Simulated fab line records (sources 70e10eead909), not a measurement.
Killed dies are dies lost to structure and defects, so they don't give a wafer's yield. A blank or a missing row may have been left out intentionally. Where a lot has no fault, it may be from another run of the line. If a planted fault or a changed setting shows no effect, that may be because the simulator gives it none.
Which tool is to blame? || flow nandHarc || 14 lots with 42 wafers sampled at 4 steps, on a route of 1302 steps

== WHAT THE GAUGES SHOWED, per wafer ==
The record holds no reading of a measuring or inspecting step that can be judged against a usual standard deviation.

== TOOL THAT RAN EACH LOT (tool first, then ch and the chambers of the sampled wafers, then the start) ==
{"lot": "L726", "NHARC_A_STAIRCASE_ETCH_273": "rieDiel-13 ch 0,2, day 17 03:17 or earlier", "NHARC_A_STAIRCASE_DEP_301": "pecvd-04 ch 0,1,2, day 17 03:17", "NHARC_A_STAIRCASE_DESCUM_312": "rieDiel-12 ch 2,3, day 17 04:17", "NHARC_A_STAIRCASE_HM_OPEN_463": "rieDiel-12 ch 1,3, no start"}
{"lot": "L727", "NHARC_A_STAIRCASE_ETCH_273": "rieDiel-12 ch 2,3, day 17 10:44 or earlier", "NHARC_A_STAIRCASE_DEP_301": "pecvd-02 ch 0,2, day 17 10:44", "NHARC_A_STAIRCASE_DESCUM_312": "rieDiel-13 ch 0,3, day 17 11:34", "NHARC_A_STAIRCASE_HM_OPEN_463": "rieDiel-13 ch 0,1,3, no start"}
{"lot": "L729", "NHARC_A_STAIRCASE_ETCH_273": "rieDiel-13 ch 0,3, day 18 03:41 or earlier", "NHARC_A_STAIRCASE_DEP_301": "pecvd-03 ch 1,2, day 18 03:41", "NHARC_A_STAIRCASE_DESCUM_312": "rieDiel-13 ch 1,2,3, day 18 04:31", "NHARC_A_STAIRCASE_HM_OPEN_463": "rieDiel-13 ch 0,2,3, no start"}
{"lot": "L730", "NHARC_A_STAIRCASE_ETCH_273": "rieDiel-12 ch 0,2,3, day 18 12:09 or earlier", "NHARC_A_STAIRCASE_DEP_301": "pecvd-04 ch 0,1,2, day 18 12:09", "NHARC_A_STAIRCASE_DESCUM_312": "rieDiel-12 ch 1,2,3, day 18 13:07", "NHARC_A_STAIRCASE_HM_OPEN_463": "rieDiel-12 ch 1,3, no start"}
{"lot": "L733", "NHARC_A_STAIRCASE_ETCH_273": "rieDiel-04 ch 1,2,3, day 19 08:48 or earlier", "NHARC_A_STAIRCASE_DEP_301": "pecvd-04 ch 1,2, day 19 08:48", "NHARC_A_STAIRCASE_DESCUM_312": "rieDiel-13 ch 2,3, day 19 09:46", "NHARC_A_STAIRCASE_HM_OPEN_463": "rieDiel-13 ch 0,2,3, no start"}
{"lot": "L734", "NHARC_A_STAIRCASE_ETCH_273": "rieDiel-04 ch 0,1, day 20 04:52 or earlier", "NHARC_A_STAIRCASE_DEP_301": "pecvd-02 ch 1,2, day 20 04:52", "NHARC_A_STAIRCASE_DESCUM_312": "rieDiel-12 ch 2,3, day 20 05:51", "NHARC_A_STAIRCASE_HM_OPEN_463": "rieDiel-12 ch 0,3, no start"}
{"lot": "L735", "NHARC_A_STAIRCASE_ETCH_273": "rieDiel-12 ch 0,1,2, day 21 10:32 or earlier", "NHARC_A_STAIRCASE_DEP_301": "pecvd-04 ch 0,1, day 21 10:32", "NHARC_A_STAIRCASE_DESCUM_312": "rieDiel-13 ch 1,3, day 21 11:49", "NHARC_A_STAIRCASE_HM_OPEN_463": "rieDiel-13 ch 2,3, no start"}
{"lot": "L736", "NHARC_A_STAIRCASE_ETCH_273": "rieDiel-13 ch 0,2, day 21 11:19 or earlier", "NHARC_A_STAIRCASE_DEP_301": "pecvd-02 ch 0,1,2, day 21 11:19", "NHARC_A_STAIRCASE_DESCUM_312": "rieDiel-12 ch 0,3, day 21 12:17", "NHARC_A_STAIRCASE_HM_OPEN_463": "rieDiel-12 ch 1,3, no start"}
{"lot": "L740", "NHARC_A_STAIRCASE_ETCH_273": "rieDiel-12 ch 0,1,2, day 23 10:50 or earlier", "NHARC_A_STAIRCASE_DEP_301": "pecvd-02 ch 0,1,2, day 23 10:50", "NHARC_A_STAIRCASE_DESCUM_312": "rieDiel-12 ch 1,2,3, day 23 11:53", "NHARC_A_STAIRCASE_HM_OPEN_463": "rieDiel-12 ch 0,1,2, no start"}
{"lot": "L744", "NHARC_A_STAIRCASE_ETCH_273": "rieDiel-12 ch 0,1, day 24 16:05 or earlier", "NHARC_A_STAIRCASE_DEP_301": "pecvd-03 ch 0,2, day 24 16:05", "NHARC_A_STAIRCASE_DESCUM_312": "rieDiel-04 ch 0,2,3, day 24 17:04", "NHARC_A_STAIRCASE_HM_OPEN_463": "rieDiel-04 ch 0,1,2, no start"}
{"lot": "L745", "NHARC_A_STAIRCASE_ETCH_273": "rieDiel-13 ch 0,2,3, day 24 22:08 or earlier", "NHARC_A_STAIRCASE_DEP_301": "pecvd-03 ch 0,1,2, day 24 22:08", "NHARC_A_STAIRCASE_DESCUM_312": "rieDiel-04 ch 0,1,2, day 24 23:05", "NHARC_A_STAIRCASE_HM_OPEN_463": "rieDiel-04 ch 1,2, no start"}
{"lot": "L747", "NHARC_A_STAIRCASE_ETCH_273": "rieDiel-04 ch 0,1,2, day 25 07:25 or earlier", "NHARC_A_STAIRCASE_DEP_301": "pecvd-02 ch 0,2, day 25 07:25", "NHARC_A_STAIRCASE_DESCUM_312": "rieDiel-13 ch 0,2,3, day 25 08:22", "NHARC_A_STAIRCASE_HM_OPEN_463": "rieDiel-13 ch 0,1,3, no start"}
{"lot": "L746", "NHARC_A_STAIRCASE_ETCH_273": "rieDiel-12 ch 0,1,3, day 25 07:55 or earlier", "NHARC_A_STAIRCASE_DEP_301": "pecvd-02 ch 0,1,2, day 25 07:55", "NHARC_A_STAIRCASE_DESCUM_312": "rieDiel-12 ch 0,1,2, day 25 08:50", "NHARC_A_STAIRCASE_HM_OPEN_463": "rieDiel-12 ch 1,2,3, no start"}
{"lot": "L749", "NHARC_A_STAIRCASE_ETCH_273": "rieDiel-04 ch 0,1, day 26 17:29 or earlier", "NHARC_A_STAIRCASE_DEP_301": "pecvd-02 ch 0,2, day 26 17:29", "NHARC_A_STAIRCASE_DESCUM_312": "rieDiel-12 ch 0,2,3, day 26 18:35", "NHARC_A_STAIRCASE_HM_OPEN_463": "rieDiel-12 ch 2,3, no start"}
- NHARC_A_STAIRCASE_ETCH_273: etches the open film in C4F8/O2/Ar, target depth 10200 nm, time 2468.6 s.
- NHARC_A_STAIRCASE_DEP_301: deposits SiON, target thk 30 nm.
- NHARC_A_STAIRCASE_DESCUM_312: chemistry O2, time 3 s.
- NHARC_A_STAIRCASE_HM_OPEN_463: chemistry O2/COS.

== WHAT THE TOOLS THEMSELVES READ (means of the sampled wafers that have a number; where no wafer has one, the mark that the record gives instead) ==
NHARC_A_STAIRCASE_ETCH_273. Usual: oesProductAu 0.940 a.u., standard deviation 0.017; rfVppV 1825 V, standard deviation 10.
{"lot": "L726", "tool": "rieDiel-13", "oesProductAu (a.u.)": 0.956, "rfVppV (V)": 1817, "flag": ""}
{"lot": "L727", "tool": "rieDiel-12", "oesProductAu (a.u.)": 0.927, "rfVppV (V)": 1831, "flag": ""}
{"lot": "L729", "tool": "rieDiel-13", "oesProductAu (a.u.)": 0.955, "rfVppV (V)": 1832, "flag": ""}
{"lot": "L730", "tool": "rieDiel-12", "oesProductAu (a.u.)": 0.918, "rfVppV (V)": 1826, "flag": ""}
{"lot": "L733", "tool": "rieDiel-04", "oesProductAu (a.u.)": 0.933, "rfVppV (V)": 1820, "flag": ""}
{"lot": "L734", "tool": "rieDiel-04", "oesProductAu (a.u.)": 0.944, "rfVppV (V)": 1826, "flag": ""}
{"lot": "L735", "tool": "rieDiel-12", "oesProductAu (a.u.)": 0.932, "rfVppV (V)": 1831, "flag": ""}
{"lot": "L736", "tool": "rieDiel-13", "oesProductAu (a.u.)": 0.961, "rfVppV (V)": 1826, "flag": ""}
{"lot": "L740", "tool": "rieDiel-12", "oesProductAu (a.u.)": 0.930, "rfVppV (V)": 1830, "flag": ""}
{"lot": "L744", "tool": "rieDiel-12", "oesProductAu (a.u.)": 0.935, "rfVppV (V)": 1836, "flag": ""}
{"lot": "L745", "tool": "rieDiel-13", "oesProductAu (a.u.)": 0.934, "rfVppV (V)": 1834, "flag": ""}
{"lot": "L747", "tool": "rieDiel-04", "oesProductAu (a.u.)": 0.923, "rfVppV (V)": 1824, "flag": ""}
{"lot": "L746", "tool": "rieDiel-12", "oesProductAu (a.u.)": 0.937, "rfVppV (V)": 1830, "flag": ""}
{"lot": "L749", "tool": "rieDiel-04", "oesProductAu (a.u.)": 0.928, "rfVppV (V)": 1824, "flag": ""}

NHARC_A_STAIRCASE_DEP_301. Usual: heaterPowerW 756 W, standard deviation 100; rfFwdPowerW 348.5 W, standard deviation 1.2; susceptorTempC 400.01 C, standard deviation 0.24.
{"lot": "L726", "tool": "pecvd-04", "heaterPowerW (W)": 755, "rfFwdPowerW (W)": 348.6, "susceptorTempC (C)": 400.06, "flag": ""}
{"lot": "L727", "tool": "pecvd-02", "heaterPowerW (W)": 758, "rfFwdPowerW (W)": 348.7, "susceptorTempC (C)": 400.02, "flag": ""}
{"lot": "L729", "tool": "pecvd-03", "heaterPowerW (W)": 946, "rfFwdPowerW (W)": 347.4, "susceptorTempC (C)": 399.96, "flag": ""}
{"lot": "L730", "tool": "pecvd-04", "heaterPowerW (W)": 713, "rfFwdPowerW (W)": 348.8, "susceptorTempC (C)": 399.91, "flag": ""}
{"lot": "L733", "tool": "pecvd-04", "heaterPowerW (W)": 654, "rfFwdPowerW (W)": 488.6, "susceptorTempC (C)": 399.72, "flag": "OFF"}
{"lot": "L734", "tool": "pecvd-02", "heaterPowerW (W)": 739, "rfFwdPowerW (W)": 349.1, "susceptorTempC (C)": 400.12, "flag": ""}
{"lot": "L735", "tool": "pecvd-04", "heaterPowerW (W)": 767, "rfFwdPowerW (W)": 488.3, "susceptorTempC (C)": 399.72, "flag": "OFF"}
{"lot": "L736", "tool": "pecvd-02", "heaterPowerW (W)": 738, "rfFwdPowerW (W)": 349.8, "susceptorTempC (C)": 400.23, "flag": ""}
{"lot": "L740", "tool": "pecvd-02", "heaterPowerW (W)": 755, "rfFwdPowerW (W)": 348.4, "susceptorTempC (C)": 399.77, "flag": ""}
{"lot": "L744", "tool": "pecvd-03", "heaterPowerW (W)": 878, "rfFwdPowerW (W)": 347.6, "susceptorTempC (C)": 400.50, "flag": ""}
{"lot": "L745", "tool": "pecvd-03", "heaterPowerW (W)": 837, "rfFwdPowerW (W)": 348.3, "susceptorTempC (C)": 400.04, "flag": ""}
{"lot": "L747", "tool": "pecvd-02", "heaterPowerW (W)": 746, "rfFwdPowerW (W)": 347.7, "susceptorTempC (C)": 400.03, "flag": ""}
{"lot": "L746", "tool": "pecvd-02", "heaterPowerW (W)": 704, "rfFwdPowerW (W)": 348.1, "susceptorTempC (C)": 399.92, "flag": ""}
{"lot": "L749", "tool": "pecvd-02", "heaterPowerW (W)": 748, "rfFwdPowerW (W)": 349.4, "susceptorTempC (C)": 400.10, "flag": ""}

NHARC_A_STAIRCASE_DESCUM_312. Usual: drypumpMotorCurrentA 5.7 A, standard deviation 0.48; oesProductAu 1.005 a.u., standard deviation 0.016; rfVppV 57.7 V, standard deviation 0.92; showerheadPlenumPTorr 1.89 Torr, standard deviation 0.08; throttleValvePct 11.311 %, standard deviation 0.0088.
{"lot": "L726", "tool": "rieDiel-12", "drypumpMotorCurrentA (A)": 5.4, "oesProductAu (a.u.)": 0.995, "rfVppV (V)": 58.0, "showerheadPlenumPTorr (Torr)": 1.93, "throttleValvePct (%)": 11.312, "flag": ""}
{"lot": "L727", "tool": "rieDiel-13", "drypumpMotorCurrentA (A)": 5.1, "oesProductAu (a.u.)": 1.023, "rfVppV (V)": 57.6, "showerheadPlenumPTorr (Torr)": 1.95, "throttleValvePct (%)": 11.308, "flag": ""}
{"lot": "L729", "tool": "rieDiel-13", "drypumpMotorCurrentA (A)": 5.9, "oesProductAu (a.u.)": 1.025, "rfVppV (V)": 56.3, "showerheadPlenumPTorr (Torr)": 1.83, "throttleValvePct (%)": 11.311, "flag": ""}
{"lot": "L730", "tool": "rieDiel-12", "drypumpMotorCurrentA (A)": 5.5, "oesProductAu (a.u.)": 0.998, "rfVppV (V)": 57.7, "showerheadPlenumPTorr (Torr)": 1.88, "throttleValvePct (%)": 11.310, "flag": ""}
{"lot": "L733", "tool": "rieDiel-13", "drypumpMotorCurrentA (A)": 5.7, "oesProductAu (a.u.)": 1.010, "rfVppV (V)": 57.4, "showerheadPlenumPTorr (Torr)": 1.81, "throttleValvePct (%)": 11.319, "flag": ""}
{"lot": "L734", "tool": "rieDiel-12", "drypumpMotorCurrentA (A)": 5.8, "oesProductAu (a.u.)": 0.999, "rfVppV (V)": 58.4, "showerheadPlenumPTorr (Torr)": 1.94, "throttleValvePct (%)": 11.306, "flag": ""}
{"lot": "L735", "tool": "rieDiel-13", "drypumpMotorCurrentA (A)": 6.1, "oesProductAu (a.u.)": 1.017, "rfVppV (V)": 57.5, "showerheadPlenumPTorr (Torr)": 1.84, "throttleValvePct (%)": 11.310, "flag": ""}
{"lot": "L736", "tool": "rieDiel-12", "drypumpMotorCurrentA (A)": 6.1, "oesProductAu (a.u.)": 0.998, "rfVppV (V)": 57.7, "showerheadPlenumPTorr (Torr)": 1.90, "throttleValvePct (%)": 11.311, "flag": ""}
{"lot": "L740", "tool": "rieDiel-12", "drypumpMotorCurrentA (A)": 5.6, "oesProductAu (a.u.)": 1.003, "rfVppV (V)": 58.0, "showerheadPlenumPTorr (Torr)": 1.97, "throttleValvePct (%)": 11.320, "flag": ""}
{"lot": "L744", "tool": "rieDiel-04", "drypumpMotorCurrentA (A)": 5.5, "oesProductAu (a.u.)": 1.005, "rfVppV (V)": 56.8, "showerheadPlenumPTorr (Torr)": 1.87, "throttleValvePct (%)": 11.315, "flag": ""}
{"lot": "L745", "tool": "rieDiel-04", "drypumpMotorCurrentA (A)": 5.5, "oesProductAu (a.u.)": 0.997, "rfVppV (V)": 58.2, "showerheadPlenumPTorr (Torr)": 1.89, "throttleValvePct (%)": 11.311, "flag": ""}
{"lot": "L747", "tool": "rieDiel-13", "drypumpMotorCurrentA (A)": 5.4, "oesProductAu (a.u.)": 1.001, "rfVppV (V)": 58.1, "showerheadPlenumPTorr (Torr)": 1.96, "throttleValvePct (%)": 11.312, "flag": ""}
{"lot": "L746", "tool": "rieDiel-12", "drypumpMotorCurrentA (A)": 5.6, "oesProductAu (a.u.)": 0.996, "rfVppV (V)": 57.4, "showerheadPlenumPTorr (Torr)": 1.93, "throttleValvePct (%)": 11.310, "flag": ""}
{"lot": "L749", "tool": "rieDiel-12", "drypumpMotorCurrentA (A)": 5.8, "oesProductAu (a.u.)": 1.002, "rfVppV (V)": 58.6, "showerheadPlenumPTorr (Torr)": 1.88, "throttleValvePct (%)": 11.316, "flag": ""}

NHARC_A_STAIRCASE_HM_OPEN_463. Usual: drypumpMotorCurrentA 5.6 A, standard deviation 0.48; oesProductAu 1.006 a.u., standard deviation 0.017; rfVppV 466.6 V, standard deviation 2.8; showerheadPlenumPTorr 3.09 Torr, standard deviation 0.12; throttleValvePct 28.330 %, standard deviation 0.0086.
{"lot": "L726", "tool": "rieDiel-12", "drypumpMotorCurrentA (A)": 5.9, "oesProductAu (a.u.)": 1.001, "rfVppV (V)": 466.5, "showerheadPlenumPTorr (Torr)": 3.08, "throttleValvePct (%)": 28.328, "flag": ""}
{"lot": "L727", "tool": "rieDiel-13", "drypumpMotorCurrentA (A)": 5.6, "oesProductAu (a.u.)": 1.026, "rfVppV (V)": 466.9, "showerheadPlenumPTorr (Torr)": 3.10, "throttleValvePct (%)": 28.336, "flag": ""}
{"lot": "L729", "tool": "rieDiel-13", "drypumpMotorCurrentA (A)": 5.4, "oesProductAu (a.u.)": 1.027, "rfVppV (V)": 466.1, "showerheadPlenumPTorr (Torr)": 3.07, "throttleValvePct (%)": 28.327, "flag": ""}
{"lot": "L730", "tool": "rieDiel-12", "drypumpMotorCurrentA (A)": 5.9, "oesProductAu (a.u.)": 0.998, "rfVppV (V)": 465.2, "showerheadPlenumPTorr (Torr)": 3.07, "throttleValvePct (%)": 28.325, "flag": ""}
{"lot": "L733", "tool": "rieDiel-13", "drypumpMotorCurrentA (A)": 5.4, "oesProductAu (a.u.)": 1.028, "rfVppV (V)": 466.8, "showerheadPlenumPTorr (Torr)": 3.06, "throttleValvePct (%)": 28.326, "flag": ""}
{"lot": "L734", "tool": "rieDiel-12", "drypumpMotorCurrentA (A)": 6.2, "oesProductAu (a.u.)": 0.989, "rfVppV (V)": 466.8, "showerheadPlenumPTorr (Torr)": 3.06, "throttleValvePct (%)": 28.334, "flag": ""}
{"lot": "L735", "tool": "rieDiel-13", "drypumpMotorCurrentA (A)": 5.8, "oesProductAu (a.u.)": 1.019, "rfVppV (V)": 464.1, "showerheadPlenumPTorr (Torr)": 3.00, "throttleValvePct (%)": 28.321, "flag": ""}
{"lot": "L736", "tool": "rieDiel-12", "drypumpMotorCurrentA (A)": 5.9, "oesProductAu (a.u.)": 1.016, "rfVppV (V)": 469.7, "showerheadPlenumPTorr (Torr)": 3.22, "throttleValvePct (%)": 28.329, "flag": ""}
{"lot": "L740", "tool": "rieDiel-12", "drypumpMotorCurrentA (A)": 5.6, "oesProductAu (a.u.)": 0.999, "rfVppV (V)": 467.8, "showerheadPlenumPTorr (Torr)": 3.16, "throttleValvePct (%)": 28.331, "flag": ""}
{"lot": "L744", "tool": "rieDiel-04", "drypumpMotorCurrentA (A)": 5.6, "oesProductAu (a.u.)": 1.003, "rfVppV (V)": 466.5, "showerheadPlenumPTorr (Torr)": 3.09, "throttleValvePct (%)": 28.321, "flag": ""}
{"lot": "L745", "tool": "rieDiel-04", "drypumpMotorCurrentA (A)": 5.3, "oesProductAu (a.u.)": 1.014, "rfVppV (V)": 466.1, "showerheadPlenumPTorr (Torr)": 3.08, "throttleValvePct (%)": 28.334, "flag": ""}
{"lot": "L747", "tool": "rieDiel-13", "drypumpMotorCurrentA (A)": 5.6, "oesProductAu (a.u.)": 1.013, "rfVppV (V)": 465.8, "showerheadPlenumPTorr (Torr)": 3.07, "throttleValvePct (%)": 28.334, "flag": ""}
{"lot": "L746", "tool": "rieDiel-12", "drypumpMotorCurrentA (A)": 5.5, "oesProductAu (a.u.)": 1.006, "rfVppV (V)": 468.9, "showerheadPlenumPTorr (Torr)": 3.20, "throttleValvePct (%)": 28.326, "flag": ""}
{"lot": "L749", "tool": "rieDiel-12", "drypumpMotorCurrentA (A)": 5.8, "oesProductAu (a.u.)": 1.002, "rfVppV (V)": 467.3, "showerheadPlenumPTorr (Torr)": 3.13, "throttleValvePct (%)": 28.336, "flag": ""}

== THE ANSWER, worked out from the rows above alone ==
Rule: lot off if the mean of its wafers having a number is beyond 3 standard deviations from the usual mean. Also off: a lot with no number at a reading for which 4 or more lots have one. Where the step has rows for the other lots, those lots are counted as sound. First the gauges in route order, then the tools' own readings, where a lot's mean is used as printed above. At the first step where some lot is off, the reading lying furthest off is the one used; lots without a number count as furthest.
Off: L733, L735 (NHARC_A_STAIRCASE_DEP_301, rfFwdPowerW).
If a tool, at that step or one of the process steps before it, ran each lot that is off and ran no sound lot following the first of them, it fits. NHARC_A_STAIRCASE_ETCH_273 gives no start for some lots, so the hours and the order of its lots are those of NHARC_A_STAIRCASE_DEP_301. One candidate fits, namely pecvd-04 at NHARC_A_STAIRCASE_DEP_301. A fault onset in the window from L730 (day 18 12:09, its last sound lot) to L733 (day 19 08:48, its first lot off) fits.
The tool's own readings at NHARC_A_STAIRCASE_DEP_301 bear it out: on the lots that are off they differ by more than 5 times the standard deviation of the sound lots' means. rfFwdPowerW reads 488.5 W there against 348.5 W on the sound lots.

== WHAT WAS PUT IN BY THE SIMULATOR ==
Drift in process parameters on pecvd-04 at NHARC_A_STAIRCASE_DEP_301, starting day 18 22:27. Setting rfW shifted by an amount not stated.
Shown lots that were struck: L733, L735. The rule above reached the same finding.
